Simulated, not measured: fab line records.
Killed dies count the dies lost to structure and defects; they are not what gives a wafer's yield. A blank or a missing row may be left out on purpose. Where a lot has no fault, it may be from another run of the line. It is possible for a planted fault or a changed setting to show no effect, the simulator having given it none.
Matching of chambers    flow nand_harc    NHARC_P_GATE_DESCUM_13 on rie_diel-01: 4 sister chambers
The step chemistry O2, time 3 s. 27 wafers are shown with their chamber, then 12 later ones without.

WAFERS WITH THEIR CHAMBER
wafer   chamber  showerhead_plenum_p_Torr (Torr)  drypump_motor_current_A (A)  oes_product_au (a.u.)
L075.1  1        2.02                             5.7                          0.995
L075.4  3        1.81                             6.0                          1.007
L075.5  0        1.84                             5.5                          0.997
L078.1  3        1.81                             6.0                          1.000
L078.2  1        2.02                             5.7                          0.997
L078.6  3        1.81                             6.0                          1.003
L083.3  0        1.84                             5.5                          1.003
L083.4  2        2.00                             5.4                          0.971
L083.6  1        2.02                             5.7                          0.985
L084.1  3        1.81                             6.0                          1.006
L084.4  1        2.02                             5.8                          0.986
L084.5  3        1.81                             6.0                          1.006
L084.2  0        1.84                             5.5                          0.998
L084.3  2        2.00                             5.4                          0.993
L084.6  0        1.84                             5.5                          1.007
L085.2  2        2.00                             5.4                          0.993
L085.3  3        1.80                             6.0                          1.004
L085.6  2        2.00                             5.4                          1.005
L085.1  0        1.84                             5.5                          1.007
L085.4  1        2.02                             5.7                          0.988
L085.5  3        1.81                             6.0                          1.003
L086.1  2        2.00                             5.4                          1.005
L086.3  1        2.02                             5.7                          0.994
L086.4  0        1.84                             5.5                          1.020
L086.2  3        1.81                             6.0                          1.009
L086.5  1        2.02                             5.7                          0.997
L086.6  0        1.84                             5.5                          1.004

SIGNATURES (means of the wafers above)
reading                   chamber 0  chamber 1  chamber 2  chamber 3  scatter within a chamber
showerhead_plenum_p_Torr  1.8400     2.0200     2.0000     1.8088     0.00195
drypump_motor_current_A   5.500      5.714      5.400      6.000      0.0193
oes_product_au            1.00514    0.99171    0.99340    1.00475    0.00764
Rule: distance of a wafer from a chamber = root of the sum over the readings of ((wafer's reading minus chamber's mean) / reading's scatter) squared. If the next closest chamber is less than 2 further off than the closest, the wafer can't be placed; otherwise it belongs to the closest. The scatter: take each reading less its chamber's mean, square it, sum over the shown wafers, divide by the number of wafers less the number of chambers, and take the root.

WAFERS MISSING THEIR CHAMBER
wafer   showerhead_plenum_p_Torr (Torr)  drypump_motor_current_A (A)  oes_product_au (a.u.)
L089.2  1.80                             6.0                          0.987
L089.4  2.02                             5.7                          1.010
L089.5  1.99                             5.3                          1.009
L094.1  1.80                             6.0                          0.992
L094.2  1.84                             5.5                          1.024
L094.3  2.02                             5.7                          1.028
L094.4  1.99                             5.4                          1.003
L094.5  2.02                             5.7                          1.010
L094.6  1.99                             5.3                          1.005
L095.1  1.84                             5.5                          1.016
L095.2  1.80                             6.0                          1.000
L095.6  1.80                             6.0                          1.001

WHICH CHAMBER EACH ONE RAN IN
wafer   from the rows above  in truth
L089.2  3                    3
L089.4  1                    1
L089.5  2                    2
L094.1  3                    3
L094.2  0                    0
L094.3  1                    1
L094.4  2                    2
L094.5  1                    1
L094.6  2                    2
L095.1  0                    0
L095.2  3                    3
L095.6  3                    3
Placed correctly: 12 of 12. Number that these rows cannot place: 0. Wrongly placed: 0.
